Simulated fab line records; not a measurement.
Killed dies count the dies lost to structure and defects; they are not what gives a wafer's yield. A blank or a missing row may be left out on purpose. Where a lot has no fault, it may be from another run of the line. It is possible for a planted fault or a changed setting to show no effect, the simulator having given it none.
The tool behind it: which one?	flow nand harc	route of 1302 steps, sampled at 1 step: 12 lots, 36 wafers

## WHAT THE GAUGES READ, wafer by wafer
NHARC_A_ONON_D1_THK_MEAS_02: measures by ellipsometry.
lot	measured	on	thk nm (nm)
L077	day 8 23:57	film metro-02	1009 1009 1009
L074	day 9 00:19	film metro-02	991 989 990
L079	day 9 18:43	film metro-01	1001 1000 1002
L081	day 10 16:45	film metro-02	977 976 977
L082	day 11 07:13	film metro-01	1006 1005 1005
L084	day 12 07:09	film metro-01	1008 1005 1007
L087	day 14 00:19	film metro-02	980 982 982
L089	day 14 13:08	film metro-01	1000 1001 1002
L091	day 15 02:41	film metro-01	996 996 996
L092	day 15 12:33	film metro-01	1001 1002 1004
L095	day 16 13:54	film metro-01	996 995 995
L097	day 17 06:05	film metro-01	1018 1020 1019

## EACH LOT AND THE TOOL THAT RAN IT (in order: tool; ch and the chambers of the sampled wafers; start)
Before these readings, the record contains no process step.

## THE ANSWER, worked out from the rows above alone
Rule: the usual values come from the lots themselves. The widest of any qualifying gaps counts: lots, ordered by their means at a reading, are off when they make up no more than a third of the lots, leave a main group of 4 or more, and stand apart from it by 3 or more times the standard deviation of that group's means. The tables above print the reading to a certain number of digits; a main group whose means all agree to those digits is not used. Also off: a lot with no number at a reading for which 4 or more lots have one. The other lots that the step has rows for count as sound.
No lot is off at any reading shown: from this, nothing can be told.

## WHAT THE SIMULATOR PUT IN
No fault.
